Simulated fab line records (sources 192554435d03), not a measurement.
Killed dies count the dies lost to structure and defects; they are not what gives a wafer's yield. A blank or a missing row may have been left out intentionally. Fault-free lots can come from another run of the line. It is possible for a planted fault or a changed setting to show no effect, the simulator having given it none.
fab line records	flow n5_finfet
record lots=24	wafers=72	last_day=18
route steps=1938 shown GATE_CUT@477 MOL_CONTACT_COAG@602 BEOL_M0_CUTY@709
lots that met no fault: taken from a fault-free run of the same line
start_h: start of the lot's first displayed wafer, in hours after the record's first day	wait_h: hours since the lot's step before	" as in the row above	L1.1+2: a row that stands for several wafers	- value missing, or start not given	* or withheld: withheld	< > ~ a bound
route shown NAME@n: names a module that has steps shown in the file, with the first one's number in the route	usual: mean and standard deviation over wafers with no fault	same: alike in all rows	chamber/n: place in a boat	sites: each site's reading	_std_site: how widely they spread, as a standard deviation	_edge_site: mean of outer sites minus mean of inner sites	radius_mm: how far each site lies from the wafer's centre	mask NAME#n: copy n	behind: tool/chamber where the wafer was last shaped	hold: why the lot went on hold/how many hours it stayed there/how the hold came to an end	device: whichever transistor did not switch (one of n, p or np)	end of line: tests run on the same wafers once the route is complete	step lacking rows: just its recipe	killed: count of dies lost to structure and defects at first sort (not the wafer's yield)	map: per-die view of a wafer (x killed, . not killed, _ where there is no die)
set.NAME: setting as actually run; set.NAME@STEP: the setting as run at that earlier step	model.NAME: the simulator's own value behind a step, which no gauge read
steps of the route over a sample of lots; a table a step, a row a wafer
services: when a tool's chamber went out of use (start_h, in hours from the record's first day, below 0 if earlier), for how many hours, and the reason
## steps
# step N5_GATE_CUT_HM_DEP_46
# recipe material=SiO2	target_thk_a=1300	temp_c=400	precursor=TEOS/O2	pressure_torr=6.5	rf_w=900	teos_flow_sccm=161.4	gas=O2	flow_sccm=2650	time_s=26.6
# usual heater_power_w=597/130	showerhead_plenum_p_Torr=8.34/0.041	throttle_valve_pct=18.7/0.94
lot.wafer	tool	chamber	start_h	wait_h	heater_power_w	showerhead_plenum_p_Torr	throttle_valve_pct
L074.1	pecvd-01	1	83.58	0.0	500	8.33	17.9
L074.4	"	1	"	"	531	8.33	17.8
L074.5	"	2	"	"	744	8.38	17.6
L075.2	pecvd-01	0	88.03	0.0	716	8.34	20.2
L075.4	"	1	"	"	662	8.32	17.7
L075.6	"	0	"	"	717	8.36	20.2
L076.1	pecvd-01	2	95.21	0.0	692	8.36	18.0
L076.2	"	0	"	"	630	8.36	20.6
L076.4	"	2	"	"	710	8.35	17.7
L077.1	pecvd-03	0	101.32	0.0	639	8.32	19.7
L077.2	"	2	"	"	773	8.29	18.1
L077.5	"	0	"	"	636	8.32	19.9
L078.2	pecvd-01	0	111.90	0.0	737	8.36	20.2
L078.4	"	0	"	"	703	8.38	20.2
L078.6	"	1	"	"	619	8.33	18.0
L079.3	pecvd-04	2	115.76	0.0	686	8.41	18.9
L079.4	"	0	"	"	446	8.29	17.5
L079.6	"	1	"	"	320	8.28	18.8
L080.3	pecvd-04	1	123.11	0.1	317	8.28	18.9
L080.5	"	2	"	"	552	8.42	18.9
L080.6	"	1	"	"	339	8.28	18.8
L081.2	pecvd-03	2	128.96	0.0	744	8.30	18.1
L081.3	"	0	"	"	607	8.33	19.8
L081.4	"	0	"	"	617	8.30	19.8
L082.2	pecvd-04	2	135.31	0.0	571	8.44	18.9
L082.4	"	2	"	"	580	8.40	18.9
L082.6	"	0	"	"	440	8.33	17.6
L083.1	pecvd-01	1	138.01	0.0	643	8.32	17.9
L083.2	"	2	"	"	702	8.36	18.0
L083.3	"	0	"	"	613	8.37	20.2
L084.2	pecvd-01	0	147.38	0.0	728	8.36	20.3
L084.4	"	2	"	"	697	8.35	17.7
L084.5	"	1	"	"	622	8.33	17.8
L085.1	pecvd-01	0	153.88	0.0	721	8.38	20.4
L085.3	"	0	"	"	549	8.34	20.4
L085.5	"	0	"	"	549	8.37	20.6
L086.2	pecvd-01	2	160.58	0.0	715	8.35	18.1
L086.3	"	1	"	"	525	8.33	17.7
L086.6	"	2	"	"	718	8.36	17.7
L087.1	pecvd-03	0	163.84	0.0	623	8.31	19.8
L087.3	"	2	"	"	821	8.30	18.3
L087.6	"	1	"	"	566	8.37	18.2
L088.1	pecvd-03	1	171.03	0.0	559	8.37	18.6
L088.4	"	1	"	"	575	8.38	18.3
L088.6	"	2	"	"	708	8.29	17.9
L089.1	pecvd-04	0	175.15	0.0	379	8.31	17.7
L089.5	"	1	"	"	352	8.27	18.8
L089.6	"	2	"	"	554	8.43	18.8
L090.1	pecvd-01	0	179.78	0.0	675	8.37	20.3
L090.3	"	2	"	"	735	8.37	17.9
L090.4	"	0	"	"	674	8.37	20.4
L091.2	pecvd-01	1	186.44	0.0	545	8.34	18.0
L091.5	"	0	"	"	619	8.37	20.4
L091.6	"	1	"	"	555	8.32	18.1
L092.1	pecvd-03	0	193.38	0.0	654	8.33	19.7
L092.2	"	1	"	"	591	8.37	18.1
L092.4	"	1	"	"	603	8.36	18.1
L093.1	pecvd-04	0	200.99	0.0	375	8.30	18.1
L093.3	"	1	"	"	356	8.27	19.1
L093.4	"	0	"	"	377	8.31	17.6
L094.1	pecvd-01	2	202.49	0.0	758	8.38	18.2
L094.5	"	1	"	"	512	8.31	18.1
L094.6	"	0	"	"	648	8.36	20.3
L095.3	pecvd-03	0	210.05	0.0	559	8.32	19.9
L095.4	"	2	"	"	740	8.29	18.2
L095.6	"	1	"	"	529	8.39	18.2
L096.1	pecvd-04	1	224.33	0.0	372	8.26	18.7
L096.4	"	0	"	"	395	8.31	18.3
L096.5	"	1	"	"	382	8.27	18.7
L097.1	pecvd-03	0	227.46	0.0	528	8.34	20.2
L097.3	"	2	"	"	670	8.28	18.6
L097.5	"	0	"	"	532	8.35	20.0
# step N5_GATE_CUT_ETCH_37
# recipe chemistry=N2/H2	target=SOC	target_depth_a=600	overetch_a=120	mask_material=SiARC	temp_c=40	time_s=90	ion_energy_ev=200	pressure_mtorr=30	source_w=840	bias_w=150	n2_flow_sccm=200	h2_flow_sccm=200
# usual drypump_motor_current_A=5.8/0.45	oes_product_au=0.68/0.062	rf_vpp_V=522.8/2.4	showerhead_plenum_p_Torr=2.50/0.084	temp_c=40.00/0.12	throttle_valve_pct=17.82/0.22
lot.wafer	tool	chamber	start_h	wait_h	drypump_motor_current_A	oes_product_au	rf_hours_counter_h	rf_vpp_V	showerhead_plenum_p_Torr	temp_c	throttle_valve_pct
L074.1	rie_diel-04	3	84.12	0.0	5.8	0.67	185	523.1	2.53	39.92	18.01
L074.4	"	2	"	"	5.7	0.62	220	523.5	2.51	40.05	18.02
L074.5	"	2	"	"	5.7	0.62	-	521.8	2.51	40.12	17.99
L075.2	rie_diel-03	0	88.72	0.0	6.1	0.70	150	520.5	2.44	39.97	17.79
L075.4	"	3	"	"	6.2	0.74	80	521.9	2.47	39.97	17.76
L075.6	"	1	"	"	4.7	0.61	-	525.1	2.61	40.01	17.86
L076.1	rie_diel-03	0	95.75	0.0	6.1	0.69	152	522.0	2.43	39.98	17.80
L076.2	"	3	"	"	6.2	0.73	82	522.2	2.46	39.99	17.77
L076.4	"	2	"	"	6.2	0.68	142	520.3	2.45	39.92	17.89
L077.1	rie_diel-03	2	101.90	0.0	6.2	0.67	144	522.0	2.45	39.85	17.90
L077.2	"	0	"	"	6.1	0.69	155	521.6	2.43	39.98	17.80
L077.5	"	0	"	"	6.1	0.69	-	520.0	2.43	40.00	17.79
L078.2	rie_diel-02	3	112.44	0.0	6.3	0.63	236	526.5	2.62	39.85	17.78
L078.4	"	1	"	"	5.7	0.69	118	518.5	2.35	39.84	17.33
L078.6	"	0	"	"	5.7	0.68	-	522.4	2.55	39.84	18.02
L079.3	rie_diel-03	1	116.30	0.0	4.7	0.60	236	523.6	2.60	39.80	17.89
L079.4	"	2	"	"	6.2	0.67	147	521.1	2.45	40.21	17.90
L079.6	"	3	"	"	6.2	0.73	-	523.2	2.46	39.87	17.77
L080.3	rie_diel-03	3	124.49	0.0	6.2	0.73	89	523.6	2.46	40.01	17.79
L080.5	"	2	"	"	6.2	0.67	-	522.9	2.45	39.79	17.92
L080.6	"	3	"	"	6.2	0.73	-	520.5	2.46	40.06	17.78
L081.2	rie_diel-03	0	129.50	0.0	6.1	0.69	162	520.9	2.43	40.06	17.81
L081.3	"	1	"	"	4.7	0.60	239	526.3	2.60	39.89	17.89
L081.4	"	2	"	"	6.2	0.66	150	520.4	2.44	40.10	17.93
L082.2	rie_diel-04	3	135.98	0.0	5.8	0.65	200	523.2	2.52	40.06	18.04
L082.4	"	1	"	"	6.1	0.69	144	526.7	2.66	39.96	17.74
L082.6	"	2	"	"	5.7	0.61	-	522.4	2.50	39.86	18.02
L083.1	rie_diel-02	3	138.67	0.0	6.3	0.62	244	524.4	2.62	39.97	17.80
L083.2	"	2	"	"	5.2	0.61	249	522.4	2.49	40.21	17.65
L083.3	"	0	"	"	5.7	0.69	130	523.1	2.55	40.09	18.06
L084.2	rie_diel-02	0	147.92	0.0	5.7	0.68	134	523.5	2.55	40.22	18.04
L084.4	"	1	"	"	5.7	0.70	-	517.4	2.35	39.99	17.35
L084.5	"	0	"	"	5.7	0.67	-	523.3	2.55	40.21	18.05
L085.1	rie_diel-04	2	154.83	0.0	5.7	0.61	240	523.9	2.50	39.97	18.04
L085.3	"	3	"	"	5.8	0.65	204	522.2	2.52	40.35	18.03
L085.5	"	3	"	"	5.8	0.65	-	522.2	2.52	40.16	18.05
L086.2	rie_diel-03	1	161.12	0.0	4.7	0.60	248	524.1	2.60	40.01	17.89
L086.3	"	2	"	"	6.2	0.66	159	521.2	2.44	40.12	17.92
L086.6	"	0	"	"	6.1	0.68	-	521.4	2.43	39.99	17.81
L087.1	rie_diel-02	0	164.50	0.0	5.7	0.67	140	523.2	2.55	40.26	18.06
L087.3	"	1	"	"	5.7	0.68	131	518.1	2.35	40.00	17.35
L087.6	"	1	"	"	5.7	0.69	-	519.6	2.35	39.83	17.37
L088.1	rie_diel-04	0	171.94	0.0	5.6	0.63	199	523.7	2.52	39.84	18.10
L088.4	"	2	"	"	5.7	0.61	247	521.8	2.50	39.93	18.05
L088.6	"	2	"	"	5.7	0.61	-	522.7	2.50	39.81	18.04
L089.1	rie_diel-02	0	175.72	0.0	5.7	0.67	144	522.4	2.54	40.10	18.07
L089.5	"	3	"	"	6.3	0.61	-	524.7	2.61	40.09	17.81
L089.6	"	0	"	"	5.7	0.67	-	523.5	2.55	40.07	18.07
L090.1	rie_diel-03	3	180.32	0.0	6.2	0.71	105	521.1	2.46	40.04	17.81
L090.3	"	2	"	"	6.2	0.66	165	521.6	2.44	40.07	17.93
L090.4	"	0	"	"	6.1	0.68	-	519.7	2.42	39.88	17.83
L091.2	rie_diel-04	1	187.10	0.0	6.1	0.68	159	527.2	2.65	39.99	17.76
L091.5	"	0	"	"	5.6	0.63	-	524.4	2.52	40.06	18.11
L091.6	"	3	"	"	5.8	0.65	-	522.8	2.51	39.98	18.06
L092.1	rie_diel-02	1	194.05	0.0	5.7	0.68	142	517.6	2.34	39.98	17.36
L092.2	"	0	"	"	5.7	0.67	151	523.4	2.54	40.13	18.08
L092.4	"	3	"	"	6.3	0.87	1	527.5	2.61	39.90	17.36
L093.1	rie_diel-04	1	201.65	0.0	6.1	0.67	166	527.8	2.65	39.92	17.78
L093.3	"	2	"	"	5.7	0.88	0	522.5	2.49	39.90	17.64
L093.4	"	0	"	"	5.6	0.62	209	522.4	2.52	40.06	18.13
L094.1	rie_diel-03	0	203.06	0.0	6.1	0.68	185	521.6	2.42	40.02	17.86
L094.5	"	2	"	"	6.2	0.65	-	521.3	2.44	40.00	17.94
L094.6	"	1	"	"	4.7	0.88	-	526.7	2.60	40.27	17.46
L095.3	rie_diel-02	1	210.72	0.0	5.7	0.67	147	518.2	2.34	39.99	17.38
L095.4	"	0	"	"	5.7	0.66	157	523.3	2.54	39.93	18.09
L095.6	"	3	"	"	6.3	0.84	-	525.9	2.61	40.02	17.39
L096.1	rie_diel-03	2	224.89	0.0	6.2	0.64	179	520.5	2.43	40.07	17.96
L096.4	"	0	"	"	6.1	0.67	191	521.7	2.42	39.83	17.86
L096.5	"	3	"	"	6.2	0.70	-	522.1	2.45	39.95	17.85
L097.1	rie_diel-03	0	228.00	0.0	6.1	0.67	192	520.7	2.42	39.84	17.87
L097.3	"	2	"	"	6.2	0.65	180	521.2	2.43	40.17	17.96
L097.5	"	1	"	"	4.8	0.85	-	524.4	2.59	40.04	17.47
# step N5_MOL_CONTACT_COAG_CD_MEAS_40
# recipe target_cd_nm=25.1	landing_energy_ev=500	detector=se_inlens	polarity=opening
# usual cd_nm=25.12/0.22
lot.wafer	tool	chamber	start_h	wait_h	cd_nm
L074.1	cd_sem-01	0	97.32	-	25.17
L074.4	"	0	"	"	25.43
L074.5	"	0	"	"	25.79
L075.2	cd_sem-02	0	102.67	-	25.42
L075.4	"	0	"	"	25.05
L075.6	"	0	"	"	25.10
L076.1	cd_sem-01	0	111.96	-	25.07
L076.2	"	0	"	"	25.14
L076.4	"	0	"	"	25.49
L077.1	cd_sem-03	0	119.51	-	24.90
L077.2	"	0	"	"	25.48
L077.5	"	0	"	"	24.61
L078.2	cd_sem-02	0	129.23	-	25.21
L078.4	"	0	"	"	24.92
L078.6	"	0	"	"	25.32
L079.3	cd_sem-02	0	132.21	-	25.24
L079.4	"	0	"	"	25.13
L079.6	"	0	"	"	25.05
L080.3	cd_sem-02	0	138.70	-	25.02
L080.5	"	0	"	"	25.20
L080.6	"	0	"	"	25.04
L081.2	cd_sem-02	0	145.34	-	25.08
L081.3	"	0	"	"	24.87
L081.4	"	0	"	"	25.17
L082.2	cd_sem-01	0	151.56	-	25.64
L082.4	"	0	"	"	25.07
L082.6	"	0	"	"	25.39
L083.1	cd_sem-02	0	152.27	-	24.76
L083.2	"	0	"	"	24.75
L083.3	"	0	"	"	25.08
L084.2	cd_sem-03	0	162.73	-	25.00
L084.4	"	0	"	"	25.33
L084.5	"	0	"	"	24.99
L085.1	cd_sem-03	0	170.04	-	25.03
L085.3	"	0	"	"	24.88
L085.5	"	0	"	"	24.86
L086.2	cd_sem-01	0	177.57	-	25.19
L086.3	"	0	"	"	25.24
L086.6	"	0	"	"	25.42
L087.1	cd_sem-02	0	180.19	-	25.30
L087.3	"	0	"	"	25.27
L087.6	"	0	"	"	25.17
L088.1	cd_sem-01	0	188.74	-	25.24
L088.4	"	0	"	"	24.93
L088.6	"	0	"	"	25.08
L089.1	cd_sem-03	0	193.15	-	25.22
L089.5	"	0	"	"	25.08
L089.6	"	0	"	"	25.08
L090.1	cd_sem-02	0	197.24	-	25.18
L090.3	"	0	"	"	25.19
L090.4	"	0	"	"	25.33
L091.2	cd_sem-02	0	204.03	-	25.28
L091.5	"	0	"	"	25.03
L091.6	"	0	"	"	25.12
L092.1	cd_sem-02	0	210.71	-	25.14
L092.2	"	0	"	"	25.40
L092.4	"	0	"	"	25.27
L093.1	cd_sem-02	0	215.99	-	25.06
L093.3	"	0	"	"	25.09
L093.4	"	0	"	"	24.82
L094.1	cd_sem-02	0	219.22	-	25.23
L094.5	"	0	"	"	25.18
L094.6	"	0	"	"	24.86
L095.3	cd_sem-02	0	226.51	-	25.23
L095.4	"	0	"	"	25.00
L095.6	"	0	"	"	24.85
L096.1	cd_sem-02	0	238.91	-	24.92
L096.4	"	0	"	"	25.09
L096.5	"	0	"	"	25.05
L097.1	cd_sem-03	0	247.74	-	24.78
L097.3	"	0	"	"	25.01
L097.5	"	0	"	"	25.11
# step N5_MOL_CONTACT_COAG_ETCHBACK_136
# recipe chemistry=CHF3	target=SiO2	target_depth_a=250	time_s=16.7	ion_energy_ev=200	pressure_mtorr=30	source_w=610	bias_w=170	Ar_flow_sccm=200	CHF3_flow_sccm=50
# usual drypump_motor_current_A=5.6/0.43	oes_product_au=0.79/0.082	rf_vpp_V=522/4	showerhead_plenum_p_Torr=2.39/0.082	throttle_valve_pct=18.74/0.28
lot.wafer	tool	chamber	start_h	wait_h	drypump_motor_current_A	oes_product_au	rf_hours_counter_h	rf_vpp_V	showerhead_plenum_p_Torr	throttle_valve_pct
L074.1	rie_diel-01	2	98.24	0.0	5.3	0.81	89	518	2.30	18.43
L074.4	"	0	"	"	6.2	0.71	198	519	2.37	19.12
L074.5	"	1	"	"	5.7	0.71	-	522	2.37	18.85
L075.2	rie_diel-01	1	103.23	0.0	5.6	0.71	198	523	2.37	18.84
L075.4	"	3	"	"	5.3	0.83	72	525	2.32	18.32
L075.6	"	2	"	"	5.3	0.80	-	521	2.30	18.41
L076.1	rie_diel-01	1	112.80	0.0	5.6	0.71	201	523	2.37	18.84
L076.2	"	0	"	"	6.2	0.70	202	518	2.37	19.11
L076.4	"	2	"	"	5.3	0.79	93	519	2.30	18.41
L077.1	rie_diel-01	2	120.07	0.0	5.3	0.80	95	519	2.30	18.43
L077.2	"	0	"	"	6.2	0.71	205	518	2.37	19.12
L077.5	"	1	"	"	5.6	0.70	-	524	2.37	18.85
L078.2	rie_diel-05	0	129.79	0.0	5.5	0.89	22	523	2.34	18.42
L078.4	"	3	"	"	5.0	0.91	11	531	2.54	18.56
L078.6	"	2	"	"	5.6	0.88	-	519	2.32	18.90
L079.3	rie_diel-05	0	133.15	0.0	5.5	0.90	23	523	2.33	18.43
L079.4	"	3	"	"	5.0	0.93	12	531	2.53	18.57
L079.6	"	2	"	"	5.7	0.89	-	519	2.32	18.90
L080.3	rie_diel-01	0	139.47	0.0	6.2	0.70	213	519	2.37	19.13
L080.5	"	2	"	"	5.3	0.79	-	519	2.29	18.44
L080.6	"	3	"	"	5.4	0.82	-	525	2.31	18.35
L081.2	rie_diel-01	1	146.16	0.0	5.6	0.70	213	522	2.36	18.87
L081.3	"	2	"	"	5.3	0.79	104	519	2.29	18.44
L081.4	"	0	"	"	6.2	0.70	214	518	2.37	19.13
L082.2	rie_diel-01	2	152.38	0.0	5.3	0.79	107	519	2.29	18.45
L082.4	"	3	"	"	5.4	0.81	88	526	2.31	18.32
L082.6	"	0	"	"	6.2	0.70	-	519	2.37	19.12
L083.1	rie_diel-06	3	153.24	0.0	5.7	0.69	228	527	2.45	19.14
L083.2	"	2	"	"	5.8	0.71	205	517	2.36	18.91
L083.3	"	1	"	"	6.2	0.88	33	517	2.53	18.82
L084.2	rie_diel-05	2	163.70	0.0	5.6	0.87	62	517	2.32	18.91
L084.4	"	0	"	"	5.5	0.88	33	523	2.33	18.45
L084.5	"	1	"	"	6.1	0.93	-	523	2.42	18.36
L085.1	rie_diel-06	0	170.60	0.0	4.8	0.85	59	525	2.51	18.86
L085.3	"	3	"	"	5.7	0.68	234	527	2.45	19.16
L085.5	"	1	"	"	6.2	0.87	-	518	2.53	18.82
L086.2	rie_diel-06	1	178.24	0.0	6.2	0.87	41	518	2.53	18.81
L086.3	"	2	"	"	5.8	0.71	213	518	2.36	18.92
L086.6	"	3	"	"	5.7	0.69	-	526	2.45	19.17
L087.1	rie_diel-01	1	180.79	0.0	5.6	0.69	225	522	2.36	18.88
L087.3	"	3	"	"	5.4	0.80	97	525	2.31	18.35
L087.6	"	2	"	"	5.3	0.77	-	519	2.29	18.47
L088.1	rie_diel-01	2	189.62	0.0	5.2	0.77	120	518	2.29	18.48
L088.4	"	3	"	"	5.3	0.80	101	527	2.31	18.35
L088.6	"	2	"	"	5.3	0.77	-	517	2.29	18.47
L089.1	rie_diel-05	3	193.73	0.0	5.0	0.88	32	531	2.53	18.59
L089.5	"	0	"	"	5.5	0.86	-	522	2.33	18.43
L089.6	"	3	"	"	5.0	0.88	-	532	2.53	18.58
L090.1	rie_diel-05	0	197.91	0.0	5.5	0.85	44	522	2.33	18.46
L090.3	"	3	"	"	5.0	0.87	34	532	2.53	18.59
L090.4	"	2	"	"	5.6	0.85	76	518	2.31	18.94
L091.2	rie_diel-06	1	204.64	0.0	6.2	0.85	49	518	2.53	18.83
L091.5	"	3	"	"	5.7	0.69	-	527	2.44	19.18
L091.6	"	2	"	"	5.8	0.70	-	517	2.35	18.93
L092.1	rie_diel-06	3	211.48	0.0	5.7	0.68	248	527	2.44	19.18
L092.2	"	1	"	"	6.2	0.86	51	519	2.53	18.84
L092.4	"	2	"	"	5.8	0.71	222	518	2.35	18.96
L093.1	rie_diel-06	3	216.55	0.0	5.7	0.69	250	527	2.44	19.17
L093.3	"	1	"	"	6.2	0.86	53	519	2.52	18.82
L093.4	"	0	"	"	4.8	0.84	73	526	2.50	18.88
L094.1	rie_diel-06	0	219.91	0.0	4.8	0.83	75	526	2.50	18.88
L094.5	"	1	"	"	6.2	0.84	-	518	2.52	18.84
L094.6	"	0	"	"	4.8	0.83	-	526	2.50	18.86
L095.3	rie_diel-05	0	227.07	0.0	5.5	0.85	54	523	2.32	18.48
L095.4	"	2	"	"	5.7	0.85	85	518	2.31	18.97
L095.6	"	2	"	"	5.6	0.85	-	518	2.31	18.96
L096.1	rie_diel-06	0	239.59	0.0	4.8	0.83	83	524	2.50	18.88
L096.4	"	0	"	"	4.8	0.83	-	525	2.50	18.88
L096.5	"	1	"	"	6.2	0.85	-	517	2.52	18.86
L097.1	rie_diel-01	2	249.27	0.0	5.3	0.76	140	517	2.28	18.52
L097.3	"	1	"	"	5.6	0.67	250	520	2.35	18.93
L097.5	"	1	"	"	5.6	0.68	-	522	2.35	18.94
# step N5_MOL_CONTACT_COAG_STRIP_49
# recipe chemistry=N2/H2	time_s=30	power_w=1000	temp_c=250	pressure_mtorr=withheld	n2_flow_sccm=1750	h2_flow_sccm=3250
# usual drypump_motor_current_A=5.5/0.47	heater_power_w=319/64	temp_c=250.02/0.18
lot.wafer	tool	chamber	start_h	wait_h	drypump_motor_current_A	heater_power_w	rf_hours_counter_h	temp_c
L074.1	plasma_asher-01	1	98.48	-	4.7	366	41	249.87
L074.4	"	0	"	"	5.1	324	-	249.90
L074.5	"	1	"	"	4.7	376	-	249.83
L075.2	plasma_asher-01	0	103.47	-	5.1	334	43	249.81
L075.4	"	0	"	"	5.1	328	-	250.24
L075.6	"	1	"	"	4.7	378	-	249.98
L076.1	plasma_asher-01	0	113.04	-	5.1	319	46	250.03
L076.2	"	1	"	"	4.7	367	46	249.82
L076.4	"	1	"	"	4.7	379	-	249.75
L077.1	plasma_asher-02	0	120.31	-	5.7	373	91	249.78
L077.2	"	1	"	"	6.0	226	91	250.06
L077.5	"	0	"	"	5.7	379	-	249.95
L078.2	plasma_asher-02	1	130.05	-	6.0	231	92	250.30
L078.4	"	1	"	"	6.0	223	-	250.29
L078.6	"	0	"	"	5.7	374	-	250.01
L079.3	plasma_asher-02	0	133.64	-	5.7	366	-	250.27
L079.4	"	1	"	"	6.0	230	-	250.28
L079.6	"	1	"	"	6.0	224	-	250.06
L080.3	plasma_asher-02	0	139.72	-	5.7	369	-	249.73
L080.5	"	1	"	"	6.0	231	-	250.18
L080.6	"	0	"	"	5.7	377	-	250.02
L081.2	plasma_asher-02	0	146.40	-	5.7	372	99	249.98
L081.3	"	1	"	"	6.0	230	-	249.96
L081.4	"	0	"	"	5.7	371	-	249.85
L082.2	plasma_asher-02	0	152.62	-	5.7	366	101	250.07
L082.4	"	1	"	"	6.0	227	-	249.95
L082.6	"	1	"	"	5.9	222	-	250.03
L083.1	plasma_asher-02	0	153.74	-	5.7	372	102	250.05
L083.2	"	1	"	"	6.0	220	102	249.83
L083.3	"	1	"	"	6.0	227	-	249.95
L084.2	plasma_asher-02	1	164.09	-	6.0	225	105	249.78
L084.4	"	1	"	"	6.0	231	-	250.17
L084.5	"	1	"	"	6.0	228	-	249.91
L085.1	plasma_asher-01	0	170.84	-	5.1	325	50	250.07
L085.3	"	0	"	"	5.2	331	-	250.26
L085.5	"	0	"	"	5.1	329	-	250.12
L086.2	plasma_asher-01	0	178.48	-	5.1	326	52	250.20
L086.3	"	1	"	"	4.7	374	-	249.81
L086.6	"	1	"	"	4.7	365	-	249.79
L087.1	plasma_asher-02	1	181.02	-	6.0	226	109	249.95
L087.3	"	1	"	"	6.0	229	-	249.99
L087.6	"	0	"	"	5.7	380	-	249.66
L088.1	plasma_asher-02	1	189.90	-	6.0	231	111	250.29
L088.4	"	1	"	"	6.0	230	-	250.33
L088.6	"	0	"	"	5.7	371	-	250.27
L089.1	plasma_asher-01	1	193.97	-	4.7	382	55	249.89
L089.5	"	0	"	"	5.1	331	-	250.17
L089.6	"	1	"	"	4.7	377	-	250.02
L090.1	plasma_asher-01	1	198.15	-	4.7	384	56	249.99
L090.3	"	1	"	"	4.7	377	-	249.91
L090.4	"	0	"	"	5.1	334	-	250.02
L091.2	plasma_asher-02	1	204.87	-	6.0	228	114	250.00
L091.5	"	1	"	"	6.0	225	-	249.94
L091.6	"	0	"	"	5.7	370	-	250.10
L092.1	plasma_asher-02	1	211.72	-	6.0	232	115	250.04
L092.2	"	0	"	"	5.7	379	115	249.94
L092.4	"	0	"	"	5.7	371	-	250.05
L093.1	plasma_asher-02	0	216.78	-	5.7	371	115	250.11
L093.3	"	1	"	"	6.0	231	-	250.10
L093.4	"	0	"	"	5.7	374	-	249.99
L094.1	plasma_asher-02	0	220.15	-	5.7	368	117	249.99
L094.5	"	0	"	"	5.7	367	-	250.28
L094.6	"	1	"	"	6.0	226	-	250.09
L095.3	plasma_asher-02	0	227.32	-	5.7	370	-	249.96
L095.4	"	1	"	"	6.0	228	-	250.22
L095.6	"	0	"	"	5.7	376	-	250.03
L096.1	plasma_asher-01	0	239.83	-	5.1	330	66	249.84
L096.4	"	1	"	"	4.7	374	-	250.01
L096.5	"	1	"	"	4.7	370	-	250.14
L097.1	plasma_asher-01	0	249.50	-	5.1	318	71	249.82
L097.3	"	1	"	"	4.7	368	-	249.97
L097.5	"	0	"	"	5.1	324	-	249.59
# step N5_BEOL_M0_CUTY_OVL_MEAS_58
# recipe points_per_wafer=44
# usual M0_ABLK_OVL=0.6/0.69
lot.wafer	tool	chamber	start_h	wait_h	M0_ABLK_OVL[nm]
L074.1	overlay-02	0	111.89	0.0	1.7
L074.4	"	0	"	"	0.4
L074.5	"	0	"	"	1.7
L075.2	overlay-02	0	116.34	0.0	-0.8
L075.4	"	0	"	"	-0.4
L075.6	"	0	"	"	-0.2
L076.1	overlay-01	0	125.96	0.0	0.5
L076.2	"	0	"	"	1.4
L076.4	"	0	"	"	0.5
L077.1	overlay-02	0	132.28	0.0	0.0
L077.2	"	0	"	"	-0.4
L077.5	"	0	"	"	0.4
L078.2	overlay-02	0	141.68	0.0	0.1
L078.4	"	0	"	"	0.4
L078.6	"	0	"	"	0.6
L079.3	overlay-02	0	147.14	0.0	0.9
L079.4	"	0	"	"	1.3
L079.6	"	0	"	"	1.9
L080.3	overlay-01	0	151.36	0.0	2.0
L080.5	"	0	"	"	1.6
L080.6	"	0	"	"	2.1
L081.2	overlay-01	0	158.62	0.0	0.4
L081.3	"	0	"	"	0.0
L081.4	"	0	"	"	1.0
L082.2	overlay-02	0	166.90	0.0	-0.7
L082.4	"	0	"	"	-0.6
L082.6	"	0	"	"	-0.4
L083.1	overlay-01	0	168.58	0.0	1.1
L083.2	"	0	"	"	0.2
L083.3	"	0	"	"	0.3
L084.2	overlay-02	0	177.02	0.0	1.4
L084.4	"	0	"	"	1.0
L084.5	"	0	"	"	1.0
L085.1	overlay-02	0	183.61	0.0	0.4
L085.3	"	0	"	"	0.4
L085.5	"	0	"	"	1.1
L086.2	overlay-02	0	192.43	0.0	1.1
L086.3	"	0	"	"	1.8
L086.6	"	0	"	"	0.1
L087.1	overlay-01	0	194.71	0.0	0.9
L087.3	"	0	"	"	1.8
L087.6	"	0	"	"	-0.4
L088.1	overlay-02	0	205.21	0.0	0.5
L088.4	"	0	"	"	-0.1
L088.6	"	0	"	"	-0.3
L089.1	overlay-02	0	205.59	0.0	1.2
L089.5	"	0	"	"	1.3
L089.6	"	0	"	"	0.9
L090.1	overlay-02	0	211.21	0.0	1.0
L090.3	"	0	"	"	0.5
L090.4	"	0	"	"	1.3
L091.2	overlay-01	0	217.54	0.0	0.2
L091.5	"	0	"	"	0.6
L091.6	"	0	"	"	1.1
L092.1	overlay-01	0	223.38	0.0	0.4
L092.2	"	0	"	"	0.8
L092.4	"	0	"	"	1.6
L093.1	overlay-01	0	228.16	0.0	-0.1
L093.3	"	0	"	"	1.7
L093.4	"	0	"	"	0.9
L094.1	overlay-02	0	231.85	0.0	1.0
L094.5	"	0	"	"	0.8
L094.6	"	0	"	"	0.9
L095.3	overlay-02	0	238.46	0.0	0.4
L095.4	"	0	"	"	0.2
L095.6	"	0	"	"	0.3
L096.1	overlay-01	0	252.58	0.0	0.9
L096.4	"	0	"	"	1.4
L096.5	"	0	"	"	-0.2
L097.1	overlay-02	0	263.90	0.0	0.0
L097.3	"	0	"	"	0.8
L097.5	"	0	"	"	-1.1
## services
tool	chamber	start_h	hours	kind
pecvd-01	0	60.62	2.1	scheduled_down
rie_diel-03	1	63.21	7.4	repair
pecvd-01	2	69.55	2.1	scheduled_down
pecvd-01	2	72.25	5.5	scheduled_down
pecvd-04	2	74.17	13.8	repair
pecvd-03	-	77.78	0.3	repair
rie_diel-05	3	77.97	4.6	repair
plasma_asher-02	-	97.39	8.7	pm
pecvd-04	-	108.50	5.5	pm
plasma_asher-02	-	111.70	0.6	repair
rie_diel-02	1	128.59	14.5	repair
pecvd-01	1	148.27	5.6	repair
rie_diel-06	0	149.96	9.6	repair
pecvd-03	-	152.71	6.0	pm
rie_diel-03	1	170.57	-	clean
rie_diel-03	1	170.57	-	consumable_replace:focus_ring
rie_diel-03	1	170.57	23.4	scheduled_down
pecvd-04	-	177.19	2.8	pm
rie_diel-06	-	186.01	2.8	pm
rie_diel-06	2	193.07	5.0	repair
pecvd-03	1	193.72	6.0	repair
pecvd-04	-	194.54	2.1	repair
plasma_asher-02	-	227.36	28.1	pm
rie_diel-06	0	248.46	12.2	repair
## key
fault none
